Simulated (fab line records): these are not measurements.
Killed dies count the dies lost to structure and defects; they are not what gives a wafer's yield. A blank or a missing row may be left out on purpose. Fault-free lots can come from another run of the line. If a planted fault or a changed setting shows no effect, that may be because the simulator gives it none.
Matching of chambers    flow n5-finfet    N5_BEOL_M2_ETCH_77 on rie-diel-03 has 4 sister chambers
The step etches underlayer in N2/H2, target depth 6.5 nm, time 5.2 s. 22 wafers are shown with their chamber, then 11 later ones without.

== WAFERS PAIRED WITH THEIR CHAMBERS ==
wafer   chamber  showerhead-plenum-p-Torr (Torr)  drypump-motor-current-A (A)  throttle-valve-pct (%)
L077.2  0        2.45                             6.1                          17.72
L077.3  1        2.61                             5.3                          17.88
L077.5  0        2.45                             6.1                          17.73
L078.1  2        2.44                             6.2                          18.03
L078.2  1        2.61                             5.3                          17.86
L078.5  0        2.45                             6.1                          17.71
L081.3  2        2.44                             6.2                          17.97
L081.5  2        2.44                             6.2                          18.04
L081.6  3        2.48                             5.6                          17.75
L082.1  0        2.45                             6.1                          17.73
L082.2  1        2.61                             5.4                          17.90
L082.5  0        2.45                             6.1                          17.71
L086.1  2        2.44                             6.2                          18.01
L086.2  3        2.48                             5.6                          17.74
L086.4  1        2.60                             5.3                          17.91
L088.2  2        2.44                             6.2                          18.03
L088.3  3        2.48                             5.6                          17.76
L088.5  2        2.44                             6.2                          18.02
L089.2  3        2.48                             5.6                          17.78
L089.5  3        2.48                             5.6                          17.74
L089.6  1        2.60                             5.3                          17.93
L090.1  3        2.48                             5.6                          17.75

SIGNATURES (means of the wafers above)
reading                   chamber 0  chamber 1  chamber 2  chamber 3  scatter within a chamber
showerhead-plenum-p-Torr  2.4500     2.6060     2.4400     2.4800     0.00258
drypump-motor-current-A   6.100      5.320      6.200      5.600      0.0211
throttle-valve-pct        17.7200    17.8960    18.0167    17.7533    0.0205
Rule: for each reading, subtract the chamber's mean from the wafer's reading, divide by that reading's scatter and square the result; add these up over the readings and take the root, which gives the wafer's distance from the chamber. If the next closest chamber is less than 2 further off than the closest, the wafer can't be placed; otherwise it belongs to the closest. The scatter: the root of (the sum of the squares of (reading less its chamber's mean) over the shown wafers, divided by (wafers less chambers)).

== WAFERS WHOSE CHAMBER IS MISSING ==
wafer   showerhead-plenum-p-Torr (Torr)  drypump-motor-current-A (A)  throttle-valve-pct (%)
L090.3  2.60                             5.3                          17.91
L090.4  2.60                             5.3                          17.92
L091.1  2.44                             6.3                          18.03
L091.2  2.60                             5.3                          17.92
L091.6  2.48                             5.6                          17.75
L092.1  2.44                             6.1                          17.76
L092.2  2.47                             5.6                          17.78
L092.4  2.43                             6.2                          18.06
L096.1  2.59                             5.3                          17.94
L096.2  2.44                             6.1                          17.75
L096.5  2.44                             6.1                          17.76

== THE CHAMBER EACH PASSED THROUGH ==
wafer   from the rows above  in truth
L090.3  1                    1
L090.4  1                    1
L091.1  2                    2
L091.2  1                    1
L091.6  3                    3
L092.1  0                    0
L092.2  3                    3
L092.4  2                    2
L096.1  1                    1
L096.2  0                    0
L096.5  0                    0
Placed correctly: 11 of 11. From these rows, 0 cannot be placed. 0 placed wrongly.
